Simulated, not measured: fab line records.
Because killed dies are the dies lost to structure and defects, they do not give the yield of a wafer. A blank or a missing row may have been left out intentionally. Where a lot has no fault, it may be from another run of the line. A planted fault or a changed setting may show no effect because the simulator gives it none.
Lot-split experiment	flow n5_finfet	7 lots, 21 wafers read, on a route of 1938 steps

== THE SPLIT ITSELF ==
At N5_BEOL_M5_COAT_22 (resist thk 30 nm), the setting spin_rpm was moved away from the recipe's 1500 rpm on 5 of the 21 wafers read, by -10.2% to +7.3%. All remaining wafers had this setting at the recipe value.

== FROM THE SPLIT TO THE READING: what the file shows between them, 4 steps ==
- N5_BEOL_M5_EXPOSE_25: exposes mask V4, defocus 10 nm (also split here: dose_mj)
- N5_BEOL_M5_PEB_26: peb time 60 s
- N5_BEOL_M5_DEVELOP_27: develop time 30 s
- N5_BEOL_M5_CD_MEAS_28: target cd 30.6 nm, target cd y 20 nm

== THE READING ==
CAR-EUV_of_BEOL_M5_COAT_22.thk_nm (the simulator's own value, which no gauge read), in nm, at N5_BEOL_M5_DESCUM_33 (chemistry O2, time 7 s). There is no usual value for it anywhere in the file. Average 26.1 nm, standard deviation 0.13 nm, over the 16 wafers here run with the recipe.

wafer	tool, chamber at the split	spin_rpm as run, rpm	against the recipe	CAR-EUV_of_BEOL_M5_COAT_22.thk_nm, nm	against lot-mates on the recipe
L076.2	litho_track-02, 0	1500	recipe	26.2	-
L076.6	litho_track-02, 0	1500	recipe	26.2	-
L076.4	litho_track-02, 0	1347	-10.2%	27.6	+1.4
L083.1	litho_track-04, 0	1500	recipe	26	-
L083.4	litho_track-04, 0	1500	recipe	26	-
L083.5	litho_track-04, 0	1500	recipe	26	-
L085.1	litho_track-02, 0	1500	recipe	25.8	-
L085.5	litho_track-02, 0	1500	recipe	26	-
L085.6	litho_track-02, 0	1500	recipe	26.2	-
L086.2	litho_track-02, 0	1609	+7.3%	25	-1.0
L086.6	litho_track-02, 0	1609	+7.3%	25	-1.0
L086.3	litho_track-02, 0	1500	recipe	26	-
L089.2	litho_track-01, 0	1419	-5.4%	27	+0.8
L089.4	litho_track-01, 0	1500	recipe	26.2	-
L089.6	litho_track-01, 0	1500	recipe	26.2	-
L088.2	litho_track-04, 0	1369	-8.7%	27.4	+1.3
L088.3	litho_track-04, 0	1500	recipe	26	-
L088.4	litho_track-04, 0	1500	recipe	26.2	-
L096.1	litho_track-02, 0	1500	recipe	25.8	-
L096.2	litho_track-02, 0	1500	recipe	26	-
L096.6	litho_track-02, 0	1500	recipe	26	-

THE FIT
A straight line over all 21 wafers: CAR-EUV_of_BEOL_M5_COAT_22.thk_nm changes by -0.152 nm for each +1% of spin_rpm; r = -0.98; the points scatter about the line by 0.13 nm.
The same after taking each lot's own level away (the mean of its wafers on the recipe; 21 wafers): -0.141 nm for each +1%; r = -0.99; scatter 0.084 nm.
Per that fit: largest spin_rpm move, reading shift of 1.4 nm.
From 25.93 to 26.20 nm: that is the span of the lots' own levels, equal to 2.0 times the standard deviation above.
Consequently the slope shifts little with the lot-to-lot level, the two slopes agreeing.
Check: for one of the wafers moved furthest among these (-10.2%), held out of the fit, the line's prediction against its lot-mates is +1.47 nm. It came out at +1.4 nm against them.

== OTHER SPLITS APPLIED TO THESE WAFERS ==
Before the reading, these wafers also passed through other splits. Each is held against what the fit with the lots' levels taken away leaves over:
other split on the same wafers	wafers away from the commonest value	r with CAR-EUV_of_BEOL_M5_COAT_22.thk_nm (lot level and that fit taken away)
N5_BEOL_M3_EXPOSE_25 dose_mj	7	-0.14
N5_BEOL_M4_PECVD_72 time_s	7	+0.18
N5_BEOL_M5_EXPOSE_25 dose_mj	8	-0.05

== THE WHOLE CHAIN: every reading that the file lists as answering this split, in the file's order ==
step	what it does	reading	change (the file's fit)	r (the file's)
N5_BEOL_M5_COAT_22	resist thk 30 nm	CAR-EUV_of_BEOL_M5_COAT_22.thk_nm (the simulator's own value, which no gauge read)	-0.148 nm for each +1% of the setting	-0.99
N5_BEOL_M5_DESCUM_33	chemistry O2, time 7 s	CAR-EUV_of_BEOL_M5_COAT_22.thk_nm (the simulator's own value, which no gauge read)	-0.142 nm for each +1% of the setting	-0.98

== THE FILE'S OWN FIT ==
CAR-EUV_of_BEOL_M5_COAT_22.thk_nm changes by -0.142 nm for each +1% of spin_rpm, r = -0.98.
